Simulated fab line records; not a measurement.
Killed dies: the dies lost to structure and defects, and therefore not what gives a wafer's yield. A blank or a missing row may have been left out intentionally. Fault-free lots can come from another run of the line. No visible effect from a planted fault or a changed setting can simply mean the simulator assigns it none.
One fault through the eyes of 2 desks    flow n5-finfet    each desk holds nothing but its own numbers, with what lay behind them at the end

TOOL OWNER'S DESK, litho-track-03
For each lot that ran on this tool, the mean over its sampled wafers that have a number, from the tool's own readings at N5_MIM_TOP_LITHO_PEB_06. If a lot's mean is further than 4 standard deviations from the usual mean, the lot is out of limits and carries the mark OUT (the distance appears in the brackets).
Columns: A = exhaust-pa at N5_MIM_TOP_LITHO_PEB_06, usual 45.0 Pa
lot   first seen here  A
L444  day 12 00:05     45.3
L453  day 14 06:14     45.7
L452  day 14 06:32     45.8
Finding of this desk: none of the 3 lots has anything out of limits.

FROM THE METROLOGY DESK
Lot by lot, what the gauges showed, no matter which tool ran the lot: averages of those sampled wafers that carry a number. If a lot's mean is further than 4 standard deviations from the usual mean, the lot is out of limits and carries the mark OUT (the distance appears in the brackets).
Columns: A = cd-nm at N5_MIM_TOP_LITHO_CD_MEAS_08, usual 1999.1 nm; B = MIM_TOP_OVL at N5_MIM_TOP_LITHO_OVL_MEAS_11, usual 0 nm
lot   first seen here  A       B
L444  day 12 00:12     1998.3  2
L453  day 14 06:22     2003.1  -0
L452  day 14 06:40     2002.9  -0
L457  day 15 06:44     2000.0  -2
L461  day 16 03:52     2000.1  5
L466  day 17 12:37     1998.9  -0
Finding of this desk: none of the 6 lots has anything out of limits.

BROUGHT TOGETHER
Nothing out of limits was seen by the tool owner's desk.
The metrology desk saw nothing out of limits.

WHAT WAS PUT IN BY THE SIMULATOR
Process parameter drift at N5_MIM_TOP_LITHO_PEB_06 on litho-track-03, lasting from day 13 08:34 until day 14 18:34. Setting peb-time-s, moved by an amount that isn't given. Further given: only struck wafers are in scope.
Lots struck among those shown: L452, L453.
